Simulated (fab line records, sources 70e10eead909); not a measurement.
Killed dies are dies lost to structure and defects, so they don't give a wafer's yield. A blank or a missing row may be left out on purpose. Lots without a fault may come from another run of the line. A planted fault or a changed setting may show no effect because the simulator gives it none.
A struck lot beside a sound one | flow nand_harc | 19 steps out of a route of 1159
Sound: wafers L504.2, L504.3, L504.6. Struck: wafers L514.3, L514.4, L514.5. The cause comes at the end.
At each step with rows: each side's tool, then ch and its chambers, then its first start. Under that, the readings that differ: sound wafers | struck wafers | difference of the means | sigmas: that difference in standard deviations of wafers without a fault.
alike: readings whose means differ by less than 2 such deviations, and words and numbers that are the same on both sides. not compared: withheld readings, readings that some wafer has no value for, bounds like >300 that may hide the same value, and numbers for which the record gives no deviation and whose values overlap.
The two part at a step that has a row with sigmas, a row that says differs or no value, or rows on one side only. Numbers that don't overlap but have no deviation are shown without sigmas and don't part them. A reading that every wafer of one side lacks parts them only if that side has two wafers or more.

NHARC_P_ZERO_WELL_INSPECT_43:
  sound on defect_inspect-01, day 3 19:33; struck on defect_inspect-01, day 6 07:44
  alike: raw_defect_count
then, 11 steps without rows for these wafers: NHARC_P_STI_ETCH_26 (etches SiO2 in dHF, target depth 11 nm); NHARC_P_STI_PRECLEAN_27 (cleans in SC1); NHARC_P_STI_SRD_28; NHARC_P_STI_OXIDE_29 (material SiO2, target thk 10 nm, ox time 1362 s); NHARC_P_STI_HM_DEP_30 (deposits Si3N4, target thk 80 nm, time 873 s); NHARC_P_STI_DEHYDRATE_01 (time 120 s); NHARC_P_STI_HMDS_02 (time 30 s); NHARC_P_STI_COAT_41 (time 65 s); NHARC_P_STI_COAT_03 (resist thk 600 nm); NHARC_P_STI_SOFTBAKE_04 (time 70 s); NHARC_P_STI_EBR_05.
NHARC_P_STI_EXPOSE_06: exposes mask P STI, target cd 200 nm.
  sound on krf_scanner-02 ch 0, day 4 07:31; struck on krf_scanner-04 ch 0, day 7 02:38
  reading                       | sound             | struck            | difference | sigmas
  model.P_STI.overlay_x_nm (nm) | 8.507 8.507 8.507 | 17.37 17.37 17.37 | +8.86      |
  alike: mask, stage_vel_mm_s
then, 2 steps without rows for these wafers: NHARC_P_STI_PEB_07 (peb time 80 s); NHARC_P_STI_DEVELOP_08 (time 50 s).
NHARC_P_STI_CD_MEAS_09: target cd 200 nm.
  sound on cd_sem-02 ch 0, day 4 07:39; struck on cd_sem-03 ch 0, day 7 02:47
  alike: cd_nm
NHARC_P_STI_OVL_MEAS_10:
  sound on overlay-02, day 4 07:45; struck on overlay-01, day 7 02:52
  alike: overlay_x_nm, overlay_y_nm
NHARC_P_STI_INSPECT_11:
  sound on defect_inspect-02, day 4 07:47; struck on defect_inspect-02, day 7 02:55
  reading          | sound    | struck | difference | sigmas
  raw_defect_count | 12 14 12 | 8 5 4  | -7         | -2
NHARC_END_SORT_01:
  the record has rows for the sound wafers here (prober-01 ch 0, day 21 16:56) and none for the struck ones

WHERE THEY PART
First at NHARC_P_STI_INSPECT_11; last, within this record, at NHARC_END_SORT_01.

WHY: what the simulator had put in
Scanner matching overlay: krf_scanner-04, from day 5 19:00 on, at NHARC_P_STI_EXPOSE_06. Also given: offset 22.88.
